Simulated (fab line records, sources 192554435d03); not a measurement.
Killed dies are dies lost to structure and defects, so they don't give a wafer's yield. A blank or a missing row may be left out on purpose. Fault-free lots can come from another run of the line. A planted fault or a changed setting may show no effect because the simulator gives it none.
Chamber matching | flow n5-finfet | N5_FIN_SAQP_ALD_61 on ald-sin-01: 3 sister chambers
The step deposits SiO2, target thk 4 nm, pulse time 1 s, purge time 2 s. 3 wafers are shown with their chamber, then 7 later ones without.

== WAFERS WITH THEIR CHAMBER ==
wafer  | chamber | heater-power-w (W)
L087.2 | 2       | 365
L087.4 | 1       | 525
L087.6 | 0       | 510

== WAFERS WHOSE CHAMBER IS MISSING ==
wafer  | heater-power-w (W)
L089.1 | 536
L089.4 | 362
L089.6 | 536
L090.2 | 509
L090.6 | 504
L095.2 | 493
L095.6 | 366

== WHICH CHAMBER EACH ONE RAN IN ==
wafer  | from the rows above     | in truth
L089.1 | can't be placed: 1 or 0 | 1
L089.4 | 2                       | 2
L089.6 | can't be placed: 1 or 0 | 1
L090.2 | can't be placed: 0 or 1 | 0
L090.6 | can't be placed: 0 or 1 | 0
L095.2 | can't be placed: 0 or 1 | 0
L095.6 | 2                       | 2
Correct placement for 2 of the 7. Can't be placed from these rows: 5 (the true chamber is among the candidates in 5). 0 placed wrongly.
How it was worked out, from the rows above alone: a wafer's distance from a chamber is the root of the sum, over the readings, of the square of ((its reading less the chamber's mean) divided by the reading's scatter). The wafer belongs to the nearest chamber; if the next one is less than 2 further off, it can't be placed. The mean given for a chamber averages the wafers shown for that chamber. The scatter: with one shown wafer a chamber, the root of the mean of the squares of how far each hidden wafer lies from its nearest shown one.
